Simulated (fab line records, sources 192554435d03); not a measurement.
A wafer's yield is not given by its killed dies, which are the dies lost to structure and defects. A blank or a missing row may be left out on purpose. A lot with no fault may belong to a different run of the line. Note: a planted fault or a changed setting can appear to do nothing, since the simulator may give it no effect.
Split-lot study	flow n5-finfet	21 wafers read across 7 lots, on a route 1938 steps long

== SPLIT DETAILS ==
At N5_BEOL_M5_TRENCH_ETCH_37 (etches SiCOH lowk in C4F6/O2, target depth 71.652 nm, time 24.7 s), the setting source-w was moved away from the recipe's 345 W on 9 of the 21 wafers read, by +5.9% to +17.0%. This setting was run at the recipe's value on the other wafers.

== FROM THE SPLIT TO THE READING: what the file shows between them, 2 steps ==
- N5_BEOL_M5_ETCH_41: etches SiCN in CH3F/O2, target depth 31.5 nm, time 56.7 s (also split here: source-w)
- N5_BEOL_M5_STRIP_91: strips in N2/H2, time 10 s

== THE READING ==
trench-depth-nm, in nm, at N5_BEOL_M5_OCD_MEAS_38. Typical for fault-free wafers on this fab line: 71.4 nm, with standard deviation 1 nm.

wafer	tool, chamber at the split	source-w as run, W	against the recipe	trench-depth-nm, nm	against lot-mates on the recipe
L074.3	rie-diel-04, 2	403.6	+17.0%	77.2	+6.8
L074.4	rie-diel-04, 1	345	recipe	70.4	-
L074.5	rie-diel-04, 0	345	recipe	70.4	-
L080.1	rie-diel-03, 3	387.9	+12.4%	74.4	no lot-mate on the recipe
L080.2	rie-diel-03, 2	387.9	+12.4%	76.1	no lot-mate on the recipe
L080.3	rie-diel-03, 1	387.9	+12.4%	75.1	no lot-mate on the recipe
L083.1	rie-diel-03, 2	345	recipe	71.3	-
L083.4	rie-diel-03, 3	345	recipe	70.6	-
L083.6	rie-diel-03, 2	345	recipe	71.8	-
L087.2	rie-diel-04, 0	345	recipe	72.0	-
L087.4	rie-diel-04, 3	401.1	+16.3%	76.9	+4.9
L087.6	rie-diel-04, 3	401.1	+16.3%	76.0	+4.0
L090.3	rie-diel-06, 3	345	recipe	73.0	-
L090.4	rie-diel-06, 1	345	recipe	70.9	-
L090.6	rie-diel-06, 2	345	recipe	72.5	-
L091.1	rie-diel-04, 1	345	recipe	70.4	-
L091.5	rie-diel-04, 0	387.7	+12.4%	75.8	+5.4
L091.6	rie-diel-04, 3	387.7	+12.4%	75.5	+5.1
L094.1	rie-diel-03, 2	365.3	+5.9%	74.7	+3.8
L094.3	rie-diel-03, 0	345	recipe	72.6	-
L094.4	rie-diel-03, 1	345	recipe	69.3	-

FIT RESULTS
A straight line over all 21 wafers: trench-depth-nm changes by +0.331 nm for each +1% of source-w; r = +0.92; the points scatter about the line by 0.98 nm.
The same after taking each lot's own level away (the mean of its wafers on the recipe; 18 wafers): +0.348 nm for each +1%; r = +0.92; scatter 1 nm.
The reading moves by 5.9 nm for the largest change in source-w, on that fit.
Measured against the standard deviation above, the lots' own levels, which go from 70.40 to 72.13 nm, span 1.7 times it.
The two slopes agree, so the slope changes little with the lot-to-lot level.
Check: for one of the wafers moved furthest among these (+17.0%), held out of the fit, the line's prediction against its lot-mates is +5.76 nm. It came out at +6.8 nm against them.
Tool readings at the split's step, against how far the setting was moved: rf-vpp-V r = -0.93.

== ADDITIONAL SPLITS CARRIED BY THESE WAFERS ==
These wafers also went through other splits before the reading. Each is held against what the fit with the lots' levels taken away leaves over:
other split on the same wafers	wafers away from the commonest value	r with trench-depth-nm (lot level and that fit taken away)
N5_BEOL_M4_EXPOSE_25 dose-mj	7	+0.26
N5_BEOL_M5_ETCH_41 source-w	8	+0.19

== THE WHOLE CHAIN: every reading that the file lists as answering this split, in the file's order ==
step	what it does	reading	change (the file's fit)	r (the file's)
N5_BEOL_M5_TRENCH_ETCH_37	etches SiCOH lowk in C4F6/O2, target depth 71.652 nm, time 24.7 s	rf-vpp-V	-3 V for each +1% of the setting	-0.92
N5_BEOL_M5_TRENCH_ETCH_37	etches SiCOH lowk in C4F6/O2, target depth 71.652 nm, time 24.7 s	etch.depth-nm (the simulator's own value, which no gauge read)	+0.37 nm for each +1% of the setting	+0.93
N5_BEOL_M5_TRENCH_ETCH_37	etches SiCOH lowk in C4F6/O2, target depth 71.652 nm, time 24.7 s	BEOL_M5.feature-depth-nm (the simulator's own value, which no gauge read)	+0.371 nm for each +1% of the setting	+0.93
N5_BEOL_M5_OCD_MEAS_38		trench-depth-nm	+0.371 nm for each +1% of the setting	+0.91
N5_BEOL_M5_CMP_52	polishes, stops on SiCOH lowk, t overpolish 6.9 s, target thk 62 nm	Cu_of_BEOL_M5_ECD_50.thk-nm (the simulator's own value, which no gauge read)	+0.361 nm for each +1% of the setting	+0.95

== THE FILE'S OWN FIT ==
trench-depth-nm changes by +0.371 nm for each +1% of source-w, r = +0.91.
